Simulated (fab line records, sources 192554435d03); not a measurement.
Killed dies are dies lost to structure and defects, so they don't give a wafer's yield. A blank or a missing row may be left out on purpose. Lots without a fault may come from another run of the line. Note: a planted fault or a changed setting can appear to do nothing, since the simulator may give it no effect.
Which tool did it? / flow n5-finfet / 72 wafers from 24 lots sampled at 5 of the route's 1938 steps

== WHAT THE GAUGES READ, wafer by wafer ==
N5_BEOL_M1_RS_MEAS_58: measures by four-point-probe.
lot=L074; measured=day 6 14:31; on=film-metro-01; M1_RS (ohm/sq)=0.65 0.74 0.62
lot=L075; measured=day 6 18:17; on=film-metro-01; M1_RS (ohm/sq)=0.67 0.69 0.64
lot=L076; measured=day 6 23:32; on=film-metro-02; M1_RS (ohm/sq)=0.67 0.67 0.62
lot=L077; measured=day 7 01:02; on=film-metro-01; M1_RS (ohm/sq)=0.69 0.73 0.69
lot=L078; measured=day 7 09:01; on=film-metro-02; M1_RS (ohm/sq)=0.68 0.71 0.62
lot=L079; measured=day 7 16:02; on=film-metro-01; M1_RS (ohm/sq)=0.65 0.68 0.63
lot=L080; measured=day 7 21:05; on=film-metro-02; M1_RS (ohm/sq)=0.69 0.62 0.66
lot=L081; measured=day 8 07:35; on=film-metro-01; M1_RS (ohm/sq)=0.64 0.63 0.61
lot=L082; measured=day 8 15:01; on=film-metro-01; M1_RS (ohm/sq)=0.71 0.66 0.69
lot=L083; measured=day 9 01:29; on=film-metro-02; M1_RS (ohm/sq)=0.65 0.67 0.66
lot=L084; measured=day 9 06:36; on=film-metro-01; M1_RS (ohm/sq)=0.62 0.62 0.62
lot=L085; measured=day 9 13:21; on=film-metro-02; M1_RS (ohm/sq)=0.66 0.62 0.62
lot=L086; measured=day 9 19:29; on=film-metro-01; M1_RS (ohm/sq)=0.70 0.70 0.64
lot=L087; measured=day 10 01:24; on=film-metro-02; M1_RS (ohm/sq)=0.74 0.66 0.71
lot=L088; measured=day 10 02:47; on=film-metro-01; M1_RS (ohm/sq)=0.71 0.68 0.68
lot=L089; measured=day 10 02:54; on=film-metro-01; M1_RS (ohm/sq)=0.65 0.60 0.62
lot=L090; measured=day 10 15:31; on=film-metro-01; M1_RS (ohm/sq)=0.66 0.67 0.64
lot=L092; measured=day 10 23:28; on=film-metro-02; M1_RS (ohm/sq)=0.65 0.64 0.59
lot=L093; measured=day 11 03:05; on=film-metro-01; M1_RS (ohm/sq)=0.63 0.65 0.63
lot=L094; measured=day 11 11:20; on=film-metro-02; M1_RS (ohm/sq)=0.64 0.63 0.63
lot=L095; measured=day 11 13:41; on=film-metro-02; M1_RS (ohm/sq)=0.70 0.64 0.66
lot=L096; measured=day 11 22:41; on=film-metro-01; M1_RS (ohm/sq)=0.70 0.64 0.63
lot=L097; measured=day 12 12:59; on=film-metro-02; M1_RS (ohm/sq)=0.67 0.68 0.68
lot=L091; measured=day 12 13:49; on=film-metro-02; M1_RS (ohm/sq)=0.70 0.66 0.67

N5_BEOL_M2_CD_MEAS_11 targets a cd of 16.79 nm.
lot=L074; measured=day 6 15:08; on=cd-sem-01; cd-nm (nm)=16.55 16.64 16.62
lot=L075; measured=day 6 19:01; on=cd-sem-02; cd-nm (nm)=16.43 16.43 16.63
lot=L076; measured=day 7 01:19; on=cd-sem-02; cd-nm (nm)=16.62 16.82 16.87
lot=L077; measured=day 7 02:18; on=cd-sem-01; cd-nm (nm)=16.33 16.49 16.66
lot=L078; measured=day 7 10:21; on=cd-sem-02; cd-nm (nm)=16.88 16.86 16.77
lot=L079; measured=day 7 17:19; on=cd-sem-02; cd-nm (nm)=16.82 16.40 16.21
lot=L080; measured=day 7 22:26; on=cd-sem-01; cd-nm (nm)=17.17 16.67 16.82
lot=L081; measured=day 8 10:14; on=cd-sem-02; cd-nm (nm)=16.93 16.52 16.80
lot=L082; measured=day 8 15:38; on=cd-sem-03; cd-nm (nm)=16.45 15.89 16.42
lot=L083; measured=day 9 03:17; on=cd-sem-02; cd-nm (nm)=16.93 16.78 16.75
lot=L084; measured=day 9 07:43; on=cd-sem-02; cd-nm (nm)=16.88 16.81 16.84
lot=L085; measured=day 9 14:22; on=cd-sem-03; cd-nm (nm)=16.50 16.64 16.57
lot=L086; measured=day 9 20:30; on=cd-sem-02; cd-nm (nm)=16.44 16.38 16.68
lot=L087; measured=day 10 02:43; on=cd-sem-01; cd-nm (nm)=16.61 17.00 16.71
lot=L088; measured=day 10 03:45; on=cd-sem-01; cd-nm (nm)=16.67 16.30 16.37
lot=L089; measured=day 10 04:04; on=cd-sem-01; cd-nm (nm)=16.96 17.01 17.08
lot=L090; measured=day 10 17:07; on=cd-sem-03; cd-nm (nm)=17.16 16.67 16.33
lot=L092; measured=day 11 02:13; on=cd-sem-01; cd-nm (nm)=16.90 16.93 16.84
lot=L093; measured=day 11 06:05; on=cd-sem-03; cd-nm (nm)=16.61 16.50 16.32
lot=L094; measured=day 11 14:32; on=cd-sem-02; cd-nm (nm)=16.82 17.03 17.47
lot=L095; measured=day 11 14:56; on=cd-sem-01; cd-nm (nm)=16.80 16.28 17.27
lot=L096; measured=day 12 02:18; on=cd-sem-03; cd-nm (nm)=16.87 16.48 16.38
lot=L097; measured=day 12 13:50; on=cd-sem-01; cd-nm (nm)=16.87 16.72 16.73
lot=L091; measured=day 12 16:11; on=cd-sem-02; cd-nm (nm)=16.75 16.61 17.09

N5_BEOL_M2_OVL_MEAS_29.
lot=L074; measured=day 6 16:10; on=overlay-01; V1_OVL (nm)=1.6 1.5 1.4
lot=L075; measured=day 6 19:56; on=overlay-02; V1_OVL (nm)=0.5 0.8 0.8
lot=L076; measured=day 7 02:52; on=overlay-02; V1_OVL (nm)=1.5 1.3 1.6
lot=L077; measured=day 7 03:59; on=overlay-01; V1_OVL (nm)=0.4 1.7 -0.3
lot=L078; measured=day 7 11:34; on=overlay-01; V1_OVL (nm)=0.8 1.0 1.7
lot=L079; measured=day 7 18:26; on=overlay-01; V1_OVL (nm)=1.8 1.2 2.9
lot=L080; measured=day 7 23:26; on=overlay-01; V1_OVL (nm)=1.5 1.8 2.2
lot=L081; measured=day 8 11:26; on=overlay-02; V1_OVL (nm)=1.2 0.4 1.2
lot=L082; measured=day 8 17:17; on=overlay-01; V1_OVL (nm)=2.1 1.4 1.6
lot=L083; measured=day 9 04:26; on=overlay-02; V1_OVL (nm)=0.5 0.4 1.1
lot=L084; measured=day 9 08:56; on=overlay-02; V1_OVL (nm)=0.2 0.4 1.2
lot=L085; measured=day 9 15:23; on=overlay-02; V1_OVL (nm)=-0.1 0.8 -0.1
lot=L086; measured=day 9 21:25; on=overlay-02; V1_OVL (nm)=1.1 0.7 1.0
lot=L087; measured=day 10 04:07; on=overlay-01; V1_OVL (nm)=1.8 0.3 1.0
lot=L088; measured=day 10 04:41; on=overlay-02; V1_OVL (nm)=0.5 0.8 1.6
lot=L089; measured=day 10 05:05; on=overlay-02; V1_OVL (nm)=2.0 1.6 1.3
lot=L090; measured=day 10 18:34; on=overlay-01; V1_OVL (nm)=0.0 -0.1 0.9
lot=L092; measured=day 11 03:17; on=overlay-02; V1_OVL (nm)=2.2 1.4 1.1
lot=L093; measured=day 11 07:00; on=overlay-01; V1_OVL (nm)=1.5 0.1 0.7
lot=L094; measured=day 11 15:54; on=overlay-01; V1_OVL (nm)=0.7 1.3 1.8
lot=L095; measured=day 11 15:57; on=overlay-02; V1_OVL (nm)=0.4 0.7 0.3
lot=L096; measured=day 12 03:15; on=overlay-01; V1_OVL (nm)=0.9 0.6 0.0
lot=L097; measured=day 12 14:58; on=overlay-02; V1_OVL (nm)=0.7 0.5 0.8
lot=L091; measured=day 12 17:22; on=overlay-01; V1_OVL (nm)=1.6 1.7 1.1

== WHAT TOOL EACH LOT RAN ON (gives the tool, then ch and the chambers of the sampled wafers, and finally the start) ==
lot=L074; N5_BEOL_M1_CO_CAP_55=cvd-co-02 ch 0,2, day 6 14:15; N5_BEOL_M2_ILD_DEP_00=pecvd-01 ch 1,2, day 6 14:34
lot=L075; N5_BEOL_M1_CO_CAP_55=cvd-co-01 ch 0,1, day 6 18:07; N5_BEOL_M2_ILD_DEP_00=pecvd-02 ch 0,1,2, day 6 18:21
lot=L076; N5_BEOL_M1_CO_CAP_55=cvd-co-02 ch 1,2, day 6 23:21; N5_BEOL_M2_ILD_DEP_00=pecvd-01 ch 1,2, day 6 23:36
lot=L077; N5_BEOL_M1_CO_CAP_55=cvd-co-02 ch 0,1,2, day 7 00:50; N5_BEOL_M2_ILD_DEP_00=pecvd-02 ch 0,1, day 7 01:06
lot=L078; N5_BEOL_M1_CO_CAP_55=cvd-co-01 ch 0,1,2, day 7 08:50; N5_BEOL_M2_ILD_DEP_00=pecvd-01 ch 0,2, day 7 09:05
lot=L079; N5_BEOL_M1_CO_CAP_55=cvd-co-01 ch 0,1, day 7 15:51; N5_BEOL_M2_ILD_DEP_00=pecvd-04 ch 0,1, day 7 16:06
lot=L080; N5_BEOL_M1_CO_CAP_55=cvd-co-01 ch 0,1,2, day 7 20:54; N5_BEOL_M2_ILD_DEP_00=pecvd-04 ch 0,1, day 7 21:09
lot=L081; N5_BEOL_M1_CO_CAP_55=cvd-co-02 ch 0,1,2, day 8 07:24; N5_BEOL_M2_ILD_DEP_00=pecvd-04 ch 0,2, day 8 07:39
lot=L082; N5_BEOL_M1_CO_CAP_55=cvd-co-02 ch 0,1,2, day 8 14:50; N5_BEOL_M2_ILD_DEP_00=pecvd-01 ch 0,1,2, day 8 15:05
lot=L083; N5_BEOL_M1_CO_CAP_55=cvd-co-02 ch 0,1, day 9 01:18; N5_BEOL_M2_ILD_DEP_00=pecvd-01 ch 0,2, day 9 01:33
lot=L084; N5_BEOL_M1_CO_CAP_55=cvd-co-02 ch 0,2, day 9 06:25; N5_BEOL_M2_ILD_DEP_00=pecvd-02 ch 0,1, day 9 06:40
lot=L085; N5_BEOL_M1_CO_CAP_55=cvd-co-02 ch 0,1,2, day 9 13:10; N5_BEOL_M2_ILD_DEP_00=pecvd-04 ch 0,1, day 9 13:25
lot=L086; N5_BEOL_M1_CO_CAP_55=cvd-co-02 ch 0,1,2, day 9 19:19; N5_BEOL_M2_ILD_DEP_00=pecvd-01 ch 0,1, day 9 19:33
lot=L087; N5_BEOL_M1_CO_CAP_55=cvd-co-02 ch 0,1,2, day 10 01:12; N5_BEOL_M2_ILD_DEP_00=pecvd-02 ch 0,1,2, day 10 01:28
lot=L088; N5_BEOL_M1_CO_CAP_55=cvd-co-02 ch 0,1, day 10 02:36; N5_BEOL_M2_ILD_DEP_00=pecvd-04 ch 0,1,2, day 10 02:51
lot=L089; N5_BEOL_M1_CO_CAP_55=cvd-co-02 ch 0,1,2, day 10 02:43; N5_BEOL_M2_ILD_DEP_00=pecvd-04 ch 0,1,2, day 10 02:58
lot=L090; N5_BEOL_M1_CO_CAP_55=cvd-co-02 ch 0,1,2, day 10 15:20; N5_BEOL_M2_ILD_DEP_00=pecvd-02 ch 0,1,2, day 10 15:35
lot=L092; N5_BEOL_M1_CO_CAP_55=cvd-co-02 ch 0,1,2, day 10 23:17; N5_BEOL_M2_ILD_DEP_00=pecvd-01 ch 0,1,2, day 10 23:32
lot=L093; N5_BEOL_M1_CO_CAP_55=cvd-co-01 ch 0,1, day 11 02:54; N5_BEOL_M2_ILD_DEP_00=pecvd-04 ch 0,1, day 11 03:21
lot=L094; N5_BEOL_M1_CO_CAP_55=cvd-co-01 ch 1,2, day 11 11:09; N5_BEOL_M2_ILD_DEP_00=pecvd-01 ch 1,2, day 11 11:23
lot=L095; N5_BEOL_M1_CO_CAP_55=cvd-co-02 ch 0,1,2, day 11 13:28; N5_BEOL_M2_ILD_DEP_00=pecvd-01 ch 0,1,2, day 11 13:45
lot=L096; N5_BEOL_M1_CO_CAP_55=cvd-co-01 ch 0,2, day 11 22:30; N5_BEOL_M2_ILD_DEP_00=pecvd-01 ch 0,2, day 11 22:45
lot=L097; N5_BEOL_M1_CO_CAP_55=cvd-co-02 ch 1,2, day 12 12:48; N5_BEOL_M2_ILD_DEP_00=pecvd-01 ch 0,1, day 12 13:03
lot=L091; N5_BEOL_M1_CO_CAP_55=cvd-co-02 ch 1,2, day 12 13:38; N5_BEOL_M2_ILD_DEP_00=pecvd-04 ch 0,1,2, day 12 13:53
- N5_BEOL_M1_CO_CAP_55: material Co, precursor CCTBA/H2, target thk 2 nm, time 102.1 s.
- N5_BEOL_M2_ILD_DEP_00: deposits SiOC from DEMS/O2, target thk 79 nm, time 15.3 s.

== AS READ BY THE TOOLS THEMSELVES (means over the sampled wafers that have a number; for cases with no such wafer, the mark the record gives instead) ==
N5_BEOL_M1_CO_CAP_55.
lot=L074; tool=cvd-co-02; heater-power-w (W)=250
lot=L075; tool=cvd-co-01; heater-power-w (W)=272
lot=L076; tool=cvd-co-02; heater-power-w (W)=257
lot=L077; tool=cvd-co-02; heater-power-w (W)=246
lot=L078; tool=cvd-co-01; heater-power-w (W)=258
lot=L079; tool=cvd-co-01; heater-power-w (W)=272
lot=L080; tool=cvd-co-01; heater-power-w (W)=261
lot=L081; tool=cvd-co-02; heater-power-w (W)=247
lot=L082; tool=cvd-co-02; heater-power-w (W)=248
lot=L083; tool=cvd-co-02; heater-power-w (W)=250
lot=L084; tool=cvd-co-02; heater-power-w (W)=245
lot=L085; tool=cvd-co-02; heater-power-w (W)=246
lot=L086; tool=cvd-co-02; heater-power-w (W)=247
lot=L087; tool=cvd-co-02; heater-power-w (W)=247
lot=L088; tool=cvd-co-02; heater-power-w (W)=245
lot=L089; tool=cvd-co-02; heater-power-w (W)=251
lot=L090; tool=cvd-co-02; heater-power-w (W)=248
lot=L092; tool=cvd-co-02; heater-power-w (W)=250
lot=L093; tool=cvd-co-01; heater-power-w (W)=270
lot=L094; tool=cvd-co-01; heater-power-w (W)=250
lot=L095; tool=cvd-co-02; heater-power-w (W)=251
lot=L096; tool=cvd-co-01; heater-power-w (W)=258
lot=L097; tool=cvd-co-02; heater-power-w (W)=250
lot=L091; tool=cvd-co-02; heater-power-w (W)=255

N5_BEOL_M2_ILD_DEP_00.
lot=L074; tool=pecvd-01; heater-power-w (W)=490; showerhead-plenum-p-Torr (Torr)=5.695; showerhead-vpp-V (V)=1339; throttle-valve-pct (%)=12.2
lot=L075; tool=pecvd-02; heater-power-w (W)=501; showerhead-plenum-p-Torr (Torr)=5.693; showerhead-vpp-V (V)=1307; throttle-valve-pct (%)=12.3
lot=L076; tool=pecvd-01; heater-power-w (W)=575; showerhead-plenum-p-Torr (Torr)=5.706; showerhead-vpp-V (V)=1334; throttle-valve-pct (%)=12.2
lot=L077; tool=pecvd-02; heater-power-w (W)=516; showerhead-plenum-p-Torr (Torr)=5.708; showerhead-vpp-V (V)=1323; throttle-valve-pct (%)=12.2
lot=L078; tool=pecvd-01; heater-power-w (W)=472; showerhead-plenum-p-Torr (Torr)=5.702; showerhead-vpp-V (V)=1342; throttle-valve-pct (%)=12.1
lot=L079; tool=pecvd-04; heater-power-w (W)=530; showerhead-plenum-p-Torr (Torr)=5.696; showerhead-vpp-V (V)=1358; throttle-valve-pct (%)=11.8
lot=L080; tool=pecvd-04; heater-power-w (W)=516; showerhead-plenum-p-Torr (Torr)=5.686; showerhead-vpp-V (V)=1426; throttle-valve-pct (%)=12.0
lot=L081; tool=pecvd-04; heater-power-w (W)=507; showerhead-plenum-p-Torr (Torr)=5.688; showerhead-vpp-V (V)=1408; throttle-valve-pct (%)=11.7
lot=L082; tool=pecvd-01; heater-power-w (W)=534; showerhead-plenum-p-Torr (Torr)=5.691; showerhead-vpp-V (V)=1352; throttle-valve-pct (%)=12.1
lot=L083; tool=pecvd-01; heater-power-w (W)=539; showerhead-plenum-p-Torr (Torr)=5.696; showerhead-vpp-V (V)=1347; throttle-valve-pct (%)=12.4
lot=L084; tool=pecvd-02; heater-power-w (W)=468; showerhead-plenum-p-Torr (Torr)=5.711; showerhead-vpp-V (V)=1321; throttle-valve-pct (%)=12.0
lot=L085; tool=pecvd-04; heater-power-w (W)=528; showerhead-plenum-p-Torr (Torr)=5.692; showerhead-vpp-V (V)=1421; throttle-valve-pct (%)=11.9
lot=L086; tool=pecvd-01; heater-power-w (W)=582; showerhead-plenum-p-Torr (Torr)=5.682; showerhead-vpp-V (V)=1393; throttle-valve-pct (%)=12.2
lot=L087; tool=pecvd-02; heater-power-w (W)=516; showerhead-plenum-p-Torr (Torr)=5.697; showerhead-vpp-V (V)=1337; throttle-valve-pct (%)=12.4
lot=L088; tool=pecvd-04; heater-power-w (W)=526; showerhead-plenum-p-Torr (Torr)=5.692; showerhead-vpp-V (V)=1366; throttle-valve-pct (%)=11.7
lot=L089; tool=pecvd-04; heater-power-w (W)=487; showerhead-plenum-p-Torr (Torr)=5.696; showerhead-vpp-V (V)=1367; throttle-valve-pct (%)=11.7
lot=L090; tool=pecvd-02; heater-power-w (W)=512; showerhead-plenum-p-Torr (Torr)=5.694; showerhead-vpp-V (V)=1323; throttle-valve-pct (%)=12.3
lot=L092; tool=pecvd-01; heater-power-w (W)=518; showerhead-plenum-p-Torr (Torr)=5.697; showerhead-vpp-V (V)=1362; throttle-valve-pct (%)=11.7
lot=L093; tool=pecvd-04; heater-power-w (W)=483; showerhead-plenum-p-Torr (Torr)=5.696; showerhead-vpp-V (V)=1364; throttle-valve-pct (%)=11.6
lot=L094; tool=pecvd-01; heater-power-w (W)=524; showerhead-plenum-p-Torr (Torr)=5.693; showerhead-vpp-V (V)=1342; throttle-valve-pct (%)=11.5
lot=L095; tool=pecvd-01; heater-power-w (W)=502; showerhead-plenum-p-Torr (Torr)=5.689; showerhead-vpp-V (V)=1369; throttle-valve-pct (%)=11.6
lot=L096; tool=pecvd-01; heater-power-w (W)=503; showerhead-plenum-p-Torr (Torr)=5.694; showerhead-vpp-V (V)=1362; throttle-valve-pct (%)=11.5
lot=L097; tool=pecvd-01; heater-power-w (W)=501; showerhead-plenum-p-Torr (Torr)=5.683; showerhead-vpp-V (V)=1377; throttle-valve-pct (%)=12.1
lot=L091; tool=pecvd-04; heater-power-w (W)=503; showerhead-plenum-p-Torr (Torr)=5.691; showerhead-vpp-V (V)=1370; throttle-valve-pct (%)=11.6

== THE ANSWER, worked out from the rows above alone ==
Rule: what is usual is taken from the lots themselves. The widest of any qualifying gaps counts: lots, ordered by their means at a reading, are off when they make up no more than a third of the lots, leave a main group of 4 or more, and stand apart from it by 3 or more times the standard deviation of that group's means. The tables above print the reading to a certain number of digits; a main group whose means all agree to those digits is not used. A lot without any number at a reading at which 4 lots or more have one is off too. The other lots that the step has rows for count as sound. First the gauges in route order, then the tools' own readings, where a lot's mean is used as printed above. The first step at which some lot is off is used, and at that step the reading that is off furthest; a lot without a number counts as furthest.
No lot is off at any reading shown: from this, nothing can be told.

== WHAT THE SIMULATOR HAD INSERTED ==
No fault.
